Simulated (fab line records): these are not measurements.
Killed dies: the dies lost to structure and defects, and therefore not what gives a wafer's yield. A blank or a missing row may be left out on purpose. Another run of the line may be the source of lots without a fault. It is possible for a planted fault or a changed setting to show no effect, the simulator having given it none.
Which tool is to blame? :: flow nandHarc :: 36 wafers from 12 lots sampled at 6 of the route's 1159 steps

WHAT THE GAUGES SHOWED, per wafer
NHARC_A_CONTACT_CD_MEAS_42: target cd 200 nm. Usual: cdNm reads 200.0 nm (standard deviation 0.45).
lot: L394
measured: day 15 23:18
on: cdSem-03
cdNm (nm): 200.0 199.9 199.5
flag: 

lot: L399
measured: day 16 23:30
on: cdSem-02
cdNm (nm): 199.7 199.4 199.4
flag: 

lot: L400
measured: day 16 23:52
on: cdSem-02
cdNm (nm): 199.6 199.3 199.1
flag: 

lot: L398
measured: day 17 04:59
on: cdSem-03
cdNm (nm): 200.2 199.9 200.4
flag: 

lot: L403
measured: day 18 12:14
on: cdSem-01
cdNm (nm): 199.8 199.7 200.0
flag: 

lot: L402
measured: day 18 12:24
on: cdSem-02
cdNm (nm): 201.1 200.2 200.8
flag: 

lot: L406
measured: day 18 23:56
on: cdSem-02
cdNm (nm): 199.5 199.5 199.9
flag: 

lot: L408
measured: day 19 08:16
on: cdSem-03
cdNm (nm): 199.6 199.6 200.1
flag: 

lot: L409
measured: day 20 03:46
on: cdSem-02
cdNm (nm): 200.3 200.1 200.0
flag: 

lot: L414
measured: day 21 17:32
on: cdSem-02
cdNm (nm): 199.8 200.0 199.7
flag: 

lot: L416
measured: day 22 04:13
on: cdSem-01
cdNm (nm): 200.2 200.1 200.6
flag: 

lot: L417
measured: day 22 06:30
on: cdSem-01
cdNm (nm): 200.1 200.2 200.6
flag: 

NHARC_A_CONTACT_INSPECT_44. Usual: rawDefectCount reads 27 (standard deviation 15).
lot: L394
measured: day 15 23:25
on: defectInspect-02
rawDefectCount: 32 31 26
flag: 

lot: L399
measured: day 16 23:38
on: defectInspect-01
rawDefectCount: 33 27 18
flag: 

lot: L400
measured: day 16 23:59
on: defectInspect-02
rawDefectCount: 17 17 12
flag: 

lot: L398
measured: day 17 05:07
on: defectInspect-02
rawDefectCount: 4 10 6
flag: 

lot: L403
measured: day 18 12:21
on: defectInspect-01
rawDefectCount: 7 13 7
flag: 

lot: L402
measured: day 18 12:32
on: defectInspect-02
rawDefectCount: 35 37 41
flag: 

lot: L406
measured: day 19 00:04
on: defectInspect-02
rawDefectCount: 29 27 28
flag: 

lot: L408
measured: day 19 08:23
on: defectInspect-01
rawDefectCount: 55 1348 53
flag: OFF

lot: L409
measured: day 20 03:55
on: defectInspect-01
rawDefectCount: 30 1250 34
flag: OFF

lot: L414
measured: day 21 17:40
on: defectInspect-01
rawDefectCount: 59 54 65
flag: 

lot: L416
measured: day 22 04:20
on: defectInspect-01
rawDefectCount: 31 42 43
flag: 

lot: L417
measured: day 22 06:38
on: defectInspect-01
rawDefectCount: 49 40 37
flag: 

NHARC_END_SORT_01. Usual: killedAtArray 28, standard deviation 12; killedAtOther 0.8, standard deviation 1.1; killedAtPeriphery 3.6, standard deviation 2.3; killedDies 32, standard deviation 12; killedOpen 3.4, standard deviation 1.9; killedShort 2.0, standard deviation 1.3.
lot: L406
measured: day 22 07:51
on: prober-02
killedAtArray: 18 25 22
killedAtOther: 0 5 2
killedAtPeriphery: 6 3 8
killedDies: 24 33 32
killedOpen: 0 2 5
killedShort: 1 1 3
flag: 

lot: L408
measured: day 22 00:50
on: prober-01
killedAtArray: 49 107 62
killedAtOther: 0 0 0
killedAtPeriphery: 8 4 9
killedDies: 57 111 71
killedOpen: 7 4 8
killedShort: 2 1 5
flag: OFF

lot: L409
measured: day 23 08:14
on: prober-01
killedAtArray: 31 84 23
killedAtOther: 0 0 0
killedAtPeriphery: 0 2 4
killedDies: 31 86 27
killedOpen: 7 5 2
killedShort: 4 1 3
flag: 

TOOL THAT RAN EACH LOT (tool first, then ch and the chambers of the sampled wafers, then the start)
lot: L394
NHARC_A_CONTACT_DEP_29: pecvd-04 ch 1,2, day 15 22:34
NHARC_A_CONTACT_ETCH_49: rieDiel-03 ch 1,2, day 16 02:34 or earlier
NHARC_A_CONTACT_ETCH_111: harCapEtch-03 ch 0,1, day 16 02:34

lot: L399
NHARC_A_CONTACT_DEP_29: pecvd-03 ch 0,1,2, day 16 22:56
NHARC_A_CONTACT_ETCH_49: rieDiel-10 ch 0,2, day 17 01:11 or earlier
NHARC_A_CONTACT_ETCH_111: harCapEtch-02 ch 0,1, day 17 01:11

lot: L400
NHARC_A_CONTACT_DEP_29: pecvd-01 ch 0,1,2, day 16 23:08
NHARC_A_CONTACT_ETCH_49: rieDiel-03 ch 0,2, day 17 01:25 or earlier
NHARC_A_CONTACT_ETCH_111: harCapEtch-03 ch 0,1, day 17 01:25

lot: L398
NHARC_A_CONTACT_DEP_29: pecvd-01 ch 0,1,2, day 17 04:25
NHARC_A_CONTACT_ETCH_49: rieDiel-10 ch 0,2,3, day 17 06:40 or earlier
NHARC_A_CONTACT_ETCH_111: harCapEtch-01 ch 0,1, day 17 06:40

lot: L403
NHARC_A_CONTACT_DEP_29: pecvd-04 ch 1,2, day 18 11:30
NHARC_A_CONTACT_ETCH_49: rieDiel-03 ch 1,3, day 18 13:56 or earlier
NHARC_A_CONTACT_ETCH_111: harCapEtch-02 ch 0,1, day 18 13:56

lot: L402
NHARC_A_CONTACT_DEP_29: pecvd-04 ch 0,1,2, day 18 11:41
NHARC_A_CONTACT_ETCH_49: rieDiel-07 ch 0,2,3, day 18 13:53 or earlier
NHARC_A_CONTACT_ETCH_111: harCapEtch-03 ch 0,1, day 18 13:53

lot: L406
NHARC_A_CONTACT_DEP_29: pecvd-01 ch 0,1, day 18 23:12
NHARC_A_CONTACT_ETCH_49: rieDiel-07 ch 0,1,2, day 19 01:25 or earlier
NHARC_A_CONTACT_ETCH_111: harCapEtch-03 ch 0,1, day 19 01:25

lot: L408
NHARC_A_CONTACT_DEP_29: pecvd-01 ch 0,1, day 19 07:32
NHARC_A_CONTACT_ETCH_49: rieDiel-10 ch 0,1,3, day 19 09:43 or earlier
NHARC_A_CONTACT_ETCH_111: harCapEtch-03 ch 1, day 19 09:43

lot: L409
NHARC_A_CONTACT_DEP_29: pecvd-01 ch 0,1, day 20 03:07
NHARC_A_CONTACT_ETCH_49: rieDiel-10 ch 0,2,3, day 20 05:41 or earlier
NHARC_A_CONTACT_ETCH_111: harCapEtch-03 ch 0,1, day 20 05:41

lot: L414
NHARC_A_CONTACT_DEP_29: pecvd-04 ch 1,2, day 21 16:51
NHARC_A_CONTACT_ETCH_49: rieDiel-10 ch 1,3, day 21 19:14 or earlier
NHARC_A_CONTACT_ETCH_111: harCapEtch-01 ch 0,1, day 21 19:14

lot: L416
NHARC_A_CONTACT_DEP_29: pecvd-03 ch 0,1,2, day 22 03:41
NHARC_A_CONTACT_ETCH_49: rieDiel-07 ch 1,2,3, day 22 05:58 or earlier
NHARC_A_CONTACT_ETCH_111: harCapEtch-02 ch 0,1, day 22 05:58

lot: L417
NHARC_A_CONTACT_DEP_29: pecvd-04 ch 0,1,2, day 22 05:49
NHARC_A_CONTACT_ETCH_49: rieDiel-10 ch 0,1,2, day 22 07:59 or earlier
NHARC_A_CONTACT_ETCH_111: harCapEtch-01 ch 0, day 22 07:59
- NHARC_A_CONTACT_DEP_29: deposits SiON, target thk 70 nm.
- NHARC_A_CONTACT_ETCH_49: etches the open film in N2/H2, target depth 260 nm, time 475.3 s.
- NHARC_A_CONTACT_ETCH_111: etches the open film in C4F8/O2/Ar, time 140 s, target depth 700 nm.

WHAT THE TOOLS THEMSELVES READ (means of the sampled wafers that have a number; where no wafer has one, the mark that the record gives instead)
NHARC_A_CONTACT_DEP_29. Usual: heaterPowerOuterW 440 W, standard deviation 70; heaterPowerW 763 W, standard deviation 110.
lot: L394
tool: pecvd-04
heaterPowerOuterW (W): 406
heaterPowerW (W): 696
flag: 

lot: L399
tool: pecvd-03
heaterPowerOuterW (W): 439
heaterPowerW (W): 764
flag: 

lot: L400
tool: pecvd-01
heaterPowerOuterW (W): 403
heaterPowerW (W): 709
flag: 

lot: L398
tool: pecvd-01
heaterPowerOuterW (W): 413
heaterPowerW (W): 732
flag: 

lot: L403
tool: pecvd-04
heaterPowerOuterW (W): 452
heaterPowerW (W): 741
flag: 

lot: L402
tool: pecvd-04
heaterPowerOuterW (W): 470
heaterPowerW (W): 841
flag: 

lot: L406
tool: pecvd-01
heaterPowerOuterW (W): 426
heaterPowerW (W): 746
flag: 

lot: L408
tool: pecvd-01
heaterPowerOuterW (W): 423
heaterPowerW (W): 748
flag: 

lot: L409
tool: pecvd-01
heaterPowerOuterW (W): 405
heaterPowerW (W): 708
flag: 

lot: L414
tool: pecvd-04
heaterPowerOuterW (W): 445
heaterPowerW (W): 749
flag: 

lot: L416
tool: pecvd-03
heaterPowerOuterW (W): 488
heaterPowerW (W): 830
flag: 

lot: L417
tool: pecvd-04
heaterPowerOuterW (W): 469
heaterPowerW (W): 817
flag: 

NHARC_A_CONTACT_ETCH_49. Usual: drypumpMotorCurrentA 5.78 A, standard deviation 0.28; h2FlowSccm 150.0 sccm, standard deviation 0.44; oesProductAu 1.000 a.u., standard deviation 0.0072; rfVppV 431.8 V, standard deviation 2.5; showerheadPlenumPTorr 2.08 Torr, standard deviation 0.088; throttleValvePct 14.172 %, standard deviation 0.0096.
lot: L394
tool: rieDiel-03
drypumpMotorCurrentA (A): 5.77
h2FlowSccm (sccm): 150.1
oesProductAu (a.u.): 0.997
rfVppV (V): 433.1
showerheadPlenumPTorr (Torr): 2.14
throttleValvePct (%): 14.172
flag: 

lot: L399
tool: rieDiel-10
drypumpMotorCurrentA (A): 5.78
h2FlowSccm (sccm): 149.7
oesProductAu (a.u.): 1.006
rfVppV (V): 433.0
showerheadPlenumPTorr (Torr): 2.12
throttleValvePct (%): 14.179
flag: 

lot: L400
tool: rieDiel-03
drypumpMotorCurrentA (A): 5.67
h2FlowSccm (sccm): 150.0
oesProductAu (a.u.): 0.995
rfVppV (V): 431.6
showerheadPlenumPTorr (Torr): 2.07
throttleValvePct (%): 14.171
flag: 

lot: L398
tool: rieDiel-10
drypumpMotorCurrentA (A): 5.76
h2FlowSccm (sccm): 149.8
oesProductAu (a.u.): 1.001
rfVppV (V): 433.7
showerheadPlenumPTorr (Torr): 2.14
throttleValvePct (%): 14.168
flag: 

lot: L403
tool: rieDiel-03
drypumpMotorCurrentA (A): 5.86
h2FlowSccm (sccm): 150.1
oesProductAu (a.u.): 0.997
rfVppV (V): 433.1
showerheadPlenumPTorr (Torr): 2.14
throttleValvePct (%): 14.170
flag: 

lot: L402
tool: rieDiel-07
drypumpMotorCurrentA (A): 6.01
h2FlowSccm (sccm): 150.4
oesProductAu (a.u.): 0.997
rfVppV (V): 430.9
showerheadPlenumPTorr (Torr): 2.07
throttleValvePct (%): 14.169
flag: 

lot: L406
tool: rieDiel-07
drypumpMotorCurrentA (A): 5.97
h2FlowSccm (sccm): 150.1
oesProductAu (a.u.): 0.994
rfVppV (V): 430.2
showerheadPlenumPTorr (Torr): 2.00
throttleValvePct (%): 14.179
flag: 

lot: L408
tool: rieDiel-10
drypumpMotorCurrentA (A): 5.62
h2FlowSccm (sccm): 150.5
oesProductAu (a.u.): 0.992
rfVppV (V): 432.2
showerheadPlenumPTorr (Torr): 2.11
throttleValvePct (%): 14.169
flag: 

lot: L409
tool: rieDiel-10
drypumpMotorCurrentA (A): 5.76
h2FlowSccm (sccm): 149.7
oesProductAu (a.u.): 1.004
rfVppV (V): 432.5
showerheadPlenumPTorr (Torr): 2.14
throttleValvePct (%): 14.166
flag: 

lot: L414
tool: rieDiel-10
drypumpMotorCurrentA (A): 5.80
h2FlowSccm (sccm): 149.9
oesProductAu (a.u.): 1.003
rfVppV (V): 432.8
showerheadPlenumPTorr (Torr): 2.12
throttleValvePct (%): 14.165
flag: 

lot: L416
tool: rieDiel-07
drypumpMotorCurrentA (A): 5.78
h2FlowSccm (sccm): 149.7
oesProductAu (a.u.): 0.998
rfVppV (V): 428.7
showerheadPlenumPTorr (Torr): 1.96
throttleValvePct (%): 14.173
flag: 

lot: L417
tool: rieDiel-10
drypumpMotorCurrentA (A): 5.67
h2FlowSccm (sccm): 150.0
oesProductAu (a.u.): 1.003
rfVppV (V): 432.8
showerheadPlenumPTorr (Torr): 2.09
throttleValvePct (%): 14.179
flag: 

THE ANSWER, worked out from the rows above alone
Rule: lot off if the mean of its wafers having a number is beyond 3 standard deviations from the usual mean. Also off: a lot with no number at a reading for which 4 or more lots have one. The other lots that the step has rows for count as sound. The gauges are gone through in route order, then the tools' own readings, and for those a lot's mean is taken as printed above. At the first step where some lot is off, the reading lying furthest off is the one used; lots without a number count as furthest.
Off: L408, L409 (NHARC_A_CONTACT_INSPECT_44, rawDefectCount).
If a tool, at a process step before that reading, ran all the lots that are off and no sound lot after the first of them, it fits. The gauges at NHARC_A_CONTACT_INSPECT_44 are tried like those tools. One candidate fits, namely pecvd-01 at NHARC_A_CONTACT_DEP_29. A fault onset in the window from L406 (day 18 23:12, its last sound lot) to L408 (day 19 07:32, its first lot off) fits.

WHAT WAS PUT IN BY THE SIMULATOR
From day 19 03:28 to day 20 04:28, pecvd-01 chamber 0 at NHARC_A_CONTACT_DEP_29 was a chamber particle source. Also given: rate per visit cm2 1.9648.
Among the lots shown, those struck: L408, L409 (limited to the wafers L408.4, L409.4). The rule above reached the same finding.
